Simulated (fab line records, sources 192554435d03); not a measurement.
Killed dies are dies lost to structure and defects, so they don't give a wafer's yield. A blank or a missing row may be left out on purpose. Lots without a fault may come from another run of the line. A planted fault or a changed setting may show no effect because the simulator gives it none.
Chamber matching | flow n5_finfet | N5_MOL_CONTACT_COAG_ETCH_91 on rie_diel-06: 4 sister chambers
The step etches SOC in N2/H2, target depth 60 nm, overetch 21 nm, time 101.2 s. 22 wafers are shown with their chamber, then 11 later ones without.

WAFERS WITH THEIR CHAMBER
wafer  | chamber | drypump_motor_current_A (A) | showerhead_plenum_p_Torr (Torr) | oes_product_au (a.u.)
L074.1 | 1       | 5.4                         | 2.52                            | 0.59
L074.2 | 0       | 5.5                         | 2.66                            | 0.65
L074.3 | 2       | 5.4                         | 2.51                            | 0.59
L078.1 | 1       | 5.4                         | 2.52                            | 0.59
L078.2 | 0       | 5.5                         | 2.66                            | 0.65
L078.3 | 2       | 5.4                         | 2.51                            | 0.59
L081.1 | 2       | 5.4                         | 2.50                            | 0.59
L081.2 | 0       | 5.6                         | 2.66                            | 0.64
L081.6 | 3       | 6.8                         | 2.65                            | 0.63
L082.2 | 1       | 5.3                         | 2.51                            | 0.59
L082.5 | 1       | 5.3                         | 2.51                            | 0.59
L082.6 | 3       | 6.8                         | 2.64                            | 0.63
L083.1 | 1       | 5.3                         | 2.51                            | 0.59
L083.3 | 0       | 5.5                         | 2.66                            | 0.64
L083.5 | 3       | 6.8                         | 2.64                            | 0.63
L084.1 | 0       | 5.5                         | 2.66                            | 0.64
L084.3 | 3       | 6.8                         | 2.64                            | 0.63
L084.6 | 3       | 6.8                         | 2.64                            | 0.62
L087.3 | 3       | 6.8                         | 2.64                            | 0.63
L087.5 | 3       | 6.8                         | 2.64                            | 0.62
L087.6 | 0       | 5.5                         | 2.65                            | 0.64
L089.1 | 1       | 5.3                         | 2.51                            | 0.58

SIGNATURES (means of the wafers above)
reading                  | chamber 0 | chamber 1 | chamber 2 | chamber 3 | scatter within a chamber
drypump_motor_current_A  | 5.517     | 5.333     | 5.400     | 6.800     | 0.0347
showerhead_plenum_p_Torr | 2.6583    | 2.5133    | 2.5067    | 2.6414    | 0.00453
oes_product_au           | 0.6433    | 0.5883    | 0.5900    | 0.6271    | 0.00447
Rule: a wafer's distance from a chamber is the root of the sum, over the readings, of the square of ((its reading less the chamber's mean) divided by the reading's scatter). The wafer belongs to the nearest chamber; if the next one is less than 2 further off, it can't be placed. The scatter: the root of (the sum of the squares of (reading less its chamber's mean) over the shown wafers, divided by (wafers less chambers)).

WAFERS WITHOUT THEIR CHAMBER
wafer  | drypump_motor_current_A (A) | showerhead_plenum_p_Torr (Torr) | oes_product_au (a.u.)
L089.3 | 5.5                         | 2.65                            | 0.64
L089.6 | 5.4                         | 2.50                            | 0.78
L091.1 | 5.3                         | 2.51                            | 0.58
L091.5 | 5.5                         | 2.65                            | 0.63
L091.6 | 6.8                         | 2.64                            | 0.62
L094.2 | 6.8                         | 2.63                            | 0.61
L094.4 | 5.4                         | 2.50                            | 0.77
L094.6 | 5.5                         | 2.65                            | 0.63
L095.1 | 6.8                         | 2.63                            | 0.62
L095.4 | 5.5                         | 2.65                            | 0.62
L095.6 | 5.5                         | 2.65                            | 0.62

WHICH CHAMBER EACH WENT THROUGH
wafer  | from the rows above     | in truth
L089.3 | 0                       | 0
L089.6 | can't be placed: 2 or 1 | 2
L091.1 | can't be placed: 1 or 2 | 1
L091.5 | 0                       | 0
L091.6 | 3                       | 3
L094.2 | 3                       | 3
L094.4 | can't be placed: 2 or 1 | 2
L094.6 | 0                       | 0
L095.1 | 3                       | 3
L095.4 | 0                       | 0
L095.6 | 0                       | 0
Placed correctly: 8 of 11. Can't be placed from these rows: 3 (the true chamber is among the candidates in 3). Placed wrongly: 0.
